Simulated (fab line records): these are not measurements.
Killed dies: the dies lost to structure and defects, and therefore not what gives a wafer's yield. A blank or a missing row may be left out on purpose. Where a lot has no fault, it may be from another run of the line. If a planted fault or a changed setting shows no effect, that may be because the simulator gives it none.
fab line records	flow nandHarc
[record] lots = 7	wafers = 19	lastDay = 25
route steps=1159 shown A_SOURCE_PLATE@414 A_ONON_D1@424 END@1159
lots untouched by any fault: they come from a run of this same line in which no faults occurred
startH: the number of hours between the record's first day and the start of the first shown wafer of the lot	waitH: hours since the lot's step before	" as in the row above	L1.1+2: several wafers, shown together as one row	- no value, or no start given	* or withheld: withheld	< > ~ a bound
route shown NAME@n: names a module that has steps shown in the file, with the first one's number in the route	usual: mean/standard deviation of fault-free wafers	same: alike in all rows	chamber/n: place in a boat	sites: readings site by site	_std_site: standard deviation of those values	_edge_site: inner sites' mean taken away from outer sites' mean	radiusMm: how far each site lies from the wafer's centre	mask NAME#n: copy n	behind: the last tool/chamber to shape the wafer	hold: why the lot was held/for how many hours/how that ended	device: which transistor (n, p or np) failed to switch	end of line: tests run on the same wafers once the route is complete	a step with no rows: only its recipe	killed: dies that structure and defects cost at the first sort, which is not the same as the wafer's yield	map: dies across one wafer; x = killed, . = not, _ = none there
set.NAME: the setting the step ran with; set.NAME@STEP: the setting that earlier step ran with	model.NAME: the simulator's own value behind a step, which no gauge read
a table for each step, a row for each wafer; lots at some steps of the route
services: a tool's chamber out of use, with start hour (startH, from the record's first day; less than 0 if before it), hours out, and reason
[[steps]]
[step NHARC_A_SOURCE_PLATE_SRD_01]
[step NHARC_A_SOURCE_PLATE_OXIDE_02]
[recipe] targetThkA = 100	tempC = 900	oxTimeS = 1362	material = SiO2
[step NHARC_A_SOURCE_PLATE_THK_MEAS_09]
[recipe] thkMeasGauge = ellipsometry
[usual] thkNm = 9.7/1.1
lot.wafer	tool	chamber	startH	waitH	thkNm
L953.1	filmMetro-01	-	153.13	0.4	7.9
L953.5	"	-	"	"	6.8
L953.6	"	-	"	"	9.5
L956.1	filmMetro-02	-	160.60	0.4	10.6
L956.3	"	-	"	"	9.4
L956.4	"	-	"	"	9.6
L959.3	filmMetro-01	-	186.24	0.4	8.9
L959.6	"	-	"	"	9.3
L962.1	filmMetro-02	-	199.49	0.4	9.3
L962.2	"	-	"	"	8.9
L962.3	"	-	"	"	10.0
L964.2	filmMetro-02	-	220.33	0.4	10.8
L964.3	"	-	"	"	12.4
L974.3	filmMetro-02	-	268.22	0.4	9.9
L974.4	"	-	"	"	11.6
L974.5	"	-	"	"	9.0
L975.1	filmMetro-02	-	279.14	0.4	9.1
L975.2	"	-	"	"	10.8
L975.5	"	-	"	"	11.3
[step NHARC_A_SOURCE_PLATE_PVD_04]
[recipe] targetThkA = 500	material = WSi2
[step NHARC_A_SOURCE_PLATE_CVD_03]
[recipe] targetThkA = 2000	tempC = 620	pressureMtorr = 200	timeS = 4000	material = poly-Si
[step NHARC_A_SOURCE_PLATE_ANNEAL_05]
[recipe] tempC = 850	timeS = 1800
[step NHARC_A_SOURCE_PLATE_THK_MEAS_06]
[recipe] thkMeasGauge = ellipsometry
[usual] thkNm = 200.5/2.2
lot.wafer	tool	chamber	startH	waitH	thkNm
L953.1	filmMetro-01	-	166.21	0.4	198.7
L953.5	"	-	"	"	200.7
L953.6	"	-	"	"	200.9
L956.1	filmMetro-01	-	173.81	0.4	204.0
L956.3	"	-	"	"	202.9
L956.4	"	-	"	"	202.0
L959.3	filmMetro-01	-	200.37	0.4	198.8
L959.6	"	-	"	"	200.7
L962.1	filmMetro-01	-	210.17	0.4	201.5
L962.2	"	-	"	"	205.3
L962.3	"	-	"	"	202.2
L964.2	filmMetro-01	-	233.45	0.4	198.2
L964.3	"	-	"	"	198.1
L974.3	filmMetro-02	-	282.70	0.4	199.0
L974.4	"	-	"	"	201.4
L974.5	"	-	"	"	200.0
L975.1	filmMetro-01	-	291.94	0.4	198.9
L975.2	"	-	"	"	199.0
L975.5	"	-	"	"	199.2
[step NHARC_A_SOURCE_PLATE_INSPECT_08]
[usual] rawDefectCount = 61/25
lot.wafer	tool	chamber	startH	waitH	rawDefectCount
L953.1	defectInspect-01	-	166.28	0.0	64
L953.5	"	-	"	"	80
L953.6	"	-	"	"	81
L956.1	defectInspect-02	-	173.90	0.0	37
L956.3	"	-	"	"	37
L956.4	"	-	"	"	31
L959.3	defectInspect-02	-	200.43	0.0	37
L959.6	"	-	"	"	69
L962.1	defectInspect-02	-	210.23	0.0	48
L962.2	"	-	"	"	56
L962.3	"	-	"	"	35
L964.2	defectInspect-02	-	233.55	0.0	52
L964.3	"	-	"	"	71
L974.3	defectInspect-01	-	282.77	0.0	57
L974.4	"	-	"	"	72
L974.5	"	-	"	"	160
L975.1	defectInspect-01	-	292.04	0.0	63
L975.2	"	-	"	"	63
L975.5	"	-	"	"	92
[step NHARC_A_ONON_D1_DEP_00]
[recipe] targetThkA = 10000	n2FlowSccm = 2750	n2oFlowSccm = 2000	nh3FlowSccm = 500	sih4FlowSccm = 210	tempC = 400
[step NHARC_A_ONON_D1_THK_MEAS_02]
[recipe] thkMeasGauge = ellipsometry
[usual] thkNm = 1001/9.7
lot.wafer	tool	chamber	startH	waitH	thkNm
L953.1	filmMetro-01	-	166.88	-	1023
L953.5	"	-	"	"	1025
L953.6	"	-	"	"	1024
L956.1	filmMetro-01	-	174.47	-	995
L956.3	"	-	"	"	995
L956.4	"	-	"	"	996
L959.3	filmMetro-01	-	201.01	-	1007
L959.6	"	-	"	"	1006
L962.1	filmMetro-01	-	210.80	-	997
L962.2	"	-	"	"	996
L962.3	"	-	"	"	995
L964.2	filmMetro-02	-	234.42	-	991
L964.3	"	-	"	"	990
L974.3	filmMetro-01	-	283.34	-	989
L974.4	"	-	"	"	989
L974.5	"	-	"	"	990
L975.1	filmMetro-02	-	292.62	-	1002
L975.2	"	-	"	"	1001
L975.5	"	-	"	"	1002
[step NHARC_A_ONON_D1_DEP_03]
[recipe] targetThkA = 10000	n2FlowSccm = 2750	n2oFlowSccm = 2000	nh3FlowSccm = 500	sih4FlowSccm = 210	tempC = 400
[usual] n2FlowSccm = 2750/8.4	n2oFlowSccm = 2002/5.8
lot.wafer	tool	chamber	startH	waitH	n2FlowSccm	n2oFlowSccm
L953.1	pecvdOnon-01	0	166.94	0.1	2750	1999
L953.5	"	0	"	"	2747	2010
L953.6	"	0	"	"	2742	2010
L956.1	pecvdOnon-02	0	174.53	0.1	2751	1992
L956.3	"	0	"	"	2745	1998
L956.4	"	0	"	"	2745	1992
L959.3	pecvdOnon-02	0	201.18	0.2	2760	2011
L959.6	"	0	"	"	2750	2003
L962.1	pecvdOnon-02	0	210.86	0.1	2741	2005
L962.2	"	0	"	"	2750	2003
L962.3	"	0	"	"	2757	2005
L964.2	pecvdOnon-02	0	234.53	0.1	2753	2000
L964.3	"	0	"	"	2751	2002
L974.3	pecvdOnon-01	0	283.51	0.2	2757	2007
L974.4	"	0	"	"	2755	2007
L974.5	"	0	"	"	2761	2003
L975.1	pecvdOnon-03	0	292.67	0.1	2746	2011
L975.2	"	0	"	"	2743	2003
L975.5	"	0	"	"	2741	1995
[step NHARC_A_ONON_D1_THK_MEAS_05]
[recipe] thkMeasGauge = ellipsometry
[usual] thkNm = 1002/11
lot.wafer	tool	chamber	startH	waitH	thkNm
L953.1	filmMetro-01	-	167.46	-	1012
L953.5	"	-	"	"	1013
L953.6	"	-	"	"	1012
L956.1	filmMetro-02	-	175.04	-	1018
L956.3	"	-	"	"	1017
L956.4	"	-	"	"	1018
L959.3	filmMetro-01	-	201.58	-	998
L959.6	"	-	"	"	697
L962.1	filmMetro-02	-	211.37	-	1008
L962.2	"	-	"	"	706
L962.3	"	-	"	"	1009
L964.2	filmMetro-01	-	234.99	-	707
L964.3	"	-	"	"	1009
L974.3	filmMetro-02	-	283.91	-	1004
L974.4	"	-	"	"	1005
L974.5	"	-	"	"	1006
L975.1	filmMetro-02	-	293.18	-	990
L975.2	"	-	"	"	989
L975.5	"	-	"	"	989
[step NHARC_A_ONON_D1_DEP_06]
[recipe] targetThkA = 10000	n2FlowSccm = 2750	n2oFlowSccm = 2000	nh3FlowSccm = 500	sih4FlowSccm = 210	tempC = 400
[step NHARC_END_SORT_01]
[recipe] tempC = 25
[usual] killedAtArray = 26/9.1	killedAtOther = 0.7/0.9	killedAtPeriphery = 3.6/2.8	killedDies = 30/9.2	killedOpen = 3.0/1.9	killedShort = 2.0/1.4
[same] grossDies = 677
lot.wafer	tool	chamber	startH	waitH	killedAtArray	killedAtOther	killedAtPeriphery	killedDies	killedOpen	killedShort
L959.6	prober-02	0	485.74	4.0	672	2	3	677	4	2
L962.2	prober-01	0	490.28	2.8	676	0	1	677	5	2
L964.2	prober-01	0	526.89	2.8	672	1	4	677	1	2
// killed by level:class
L959.6 A_ONON_D1:areaDep=649 A_CHANNEL_HOLE_D1:chamberFilmFlake=11 A_STAIRCASE:chamberFilmFlake=5 A_M0:geometricParticle:open=2 P_STI:chamberFilmFlake=2 A_CONTACT:chamberFilmFlake=2 THIN_TSV:chamberFilmFlake=2 P_M0:geometricParticle:open=1
L962.2 A_ONON_D1:areaDep=653 A_SLIT:chamberFilmFlake=8 A_CHANNEL_HOLE_D1:chamberFilmFlake=3 A_STAIRCASE:chamberFilmFlake=3 A_M0:geometricParticle:open=2 A_CHANNEL_FILL_D1:geometricParticle:open=1 A_SGD_CUT:geometricParticle:open=1 A_WL_FILL:geometricParticle:open=1
L964.2 A_ONON_D1:areaDep=659 A_CHANNEL_HOLE_D1:chamberFilmFlake=8 P_M1:chamberFilmFlake=3 THIN_TSV:chamberFilmFlake=1 A_CONTACT:geometricParticle:open=1 A_CONTACT:geometricParticle:short=1 A_BLC:geometricParticle:short=1 P_ZERO_WELL:chamberFilmFlake=1
// map L959.6 (x killed, . not)
____________x____________
_________xxxxxxx_________
_______xxxxxxxxxxx_______
______xxxxxxxxxxxxx______
_____xxxxxxxxxxxxxxx_____
____xxxxxxxxxxxxxxxxx____
____xxxxxxxxxxxxxxxxx____
___xxxxxxxxxxxxxxxxxxx___
___xxxxxxxxxxxxxxxxxxx___
__xxxxxxxxxxxxxxxxxxxxx__
__xxxxxxxxxxxxxxxxxxxxx__
_xxxxxxxxxxxxxxxxxxxxxxx_
_xxxxxxxxxxxxxxxxxxxxxxx_
_xxxxxxxxxxxxxxxxxxxxxxx_
_xxxxxxxxxxxxxxxxxxxxxxx_
_xxxxxxxxxxxxxxxxxxxxxxx_
xxxxxxxxxxxxxxxxxxxxxxxxx
xxxxxxxxxxxxxxxxxxxxxxxxx
xxxxxxxxxxxxxxxxxxxxxxxxx
xxxxxxxxxxxxxxxxxxxxxxxxx
xxxxxxxxxxxxxxxxxxxxxxxxx
_xxxxxxxxxxxxxxxxxxxxxxx_
_xxxxxxxxxxxxxxxxxxxxxxx_
_xxxxxxxxxxxxxxxxxxxxxxx_
_xxxxxxxxxxxxxxxxxxxxxxx_
_xxxxxxxxxxxxxxxxxxxxxxx_
__xxxxxxxxxxxxxxxxxxxxx__
__xxxxxxxxxxxxxxxxxxxxx__
___xxxxxxxxxxxxxxxxxxx___
___xxxxxxxxxxxxxxxxxxx___
____xxxxxxxxxxxxxxxxx____
____xxxxxxxxxxxxxxxxx____
_____xxxxxxxxxxxxxxx_____
______xxxxxxxxxxxxx______
_______xxxxxxxxxxx_______
_________xxxxxxx_________
____________x____________
// map L962.2 (x killed, . not)
____________x____________
_________xxxxxxx_________
_______xxxxxxxxxxx_______
______xxxxxxxxxxxxx______
_____xxxxxxxxxxxxxxx_____
____xxxxxxxxxxxxxxxxx____
____xxxxxxxxxxxxxxxxx____
___xxxxxxxxxxxxxxxxxxx___
___xxxxxxxxxxxxxxxxxxx___
__xxxxxxxxxxxxxxxxxxxxx__
__xxxxxxxxxxxxxxxxxxxxx__
_xxxxxxxxxxxxxxxxxxxxxxx_
_xxxxxxxxxxxxxxxxxxxxxxx_
_xxxxxxxxxxxxxxxxxxxxxxx_
_xxxxxxxxxxxxxxxxxxxxxxx_
_xxxxxxxxxxxxxxxxxxxxxxx_
xxxxxxxxxxxxxxxxxxxxxxxxx
xxxxxxxxxxxxxxxxxxxxxxxxx
xxxxxxxxxxxxxxxxxxxxxxxxx
xxxxxxxxxxxxxxxxxxxxxxxxx
xxxxxxxxxxxxxxxxxxxxxxxxx
_xxxxxxxxxxxxxxxxxxxxxxx_
_xxxxxxxxxxxxxxxxxxxxxxx_
_xxxxxxxxxxxxxxxxxxxxxxx_
_xxxxxxxxxxxxxxxxxxxxxxx_
_xxxxxxxxxxxxxxxxxxxxxxx_
__xxxxxxxxxxxxxxxxxxxxx__
__xxxxxxxxxxxxxxxxxxxxx__
___xxxxxxxxxxxxxxxxxxx___
___xxxxxxxxxxxxxxxxxxx___
____xxxxxxxxxxxxxxxxx____
____xxxxxxxxxxxxxxxxx____
_____xxxxxxxxxxxxxxx_____
______xxxxxxxxxxxxx______
_______xxxxxxxxxxx_______
_________xxxxxxx_________
____________x____________
[[services]]
tool	chamber	startH	hours	kind
pecvdOnon-01	-	151.70	11.3	repair
pecvdOnon-03	-	153.26	13.0	pm
pecvdOnon-01	-	195.00	13.0	pm
pecvdOnon-02	-	207.52	1.5	repair
pecvdOnon-02	-	292.10	13.0	pm
[[key]]
[firstSign] step = NHARC_A_ONON_D1_THK_MEAS_05	reading = thkNm	direction = down	sigmas = 28	usual = 1002	struck = 703
[effect] step = NHARC_END_SORT_01	reading = killedAtArray	direction = up	sigmas = 71	usual = 26	struck = 673
[moreKillsBornAt] NHARC_A_ONON_D1_DEP_03@pecvdOnon-02 = 1961
metAt NHARC_A_ONON_D1_DEP_03
struckWafers L959.6,L962.2,L964.2
laterRowsLeftOut L959.6,L962.2,L964.2
testerLeftOut L959,L962,L964
onsetBetween 174.53 201.18
[fault] kind = processParameterDrift	tool = pecvdOnon-02	chamber = -	onsetH = 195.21	steps = NHARC_A_ONON_D1_DEP_03	channel = targetThkA	offset = *	shape = step	endH = 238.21	scope = struckWafersOnly	actsIn = *	stated = *
// testerLeftOut: of these lots the tester's yield and bins aren't shown, on N5 and GAA mostly nor the transistor test; their killed dies are dies lost to structure and defects alone, not to doping, threshold or leakage, so they don't give the yield
// laterRowsLeftOut: the simulator's readings of these wafers behind a module that went badly wrong aren't trusted and aren't shown, but for the sort
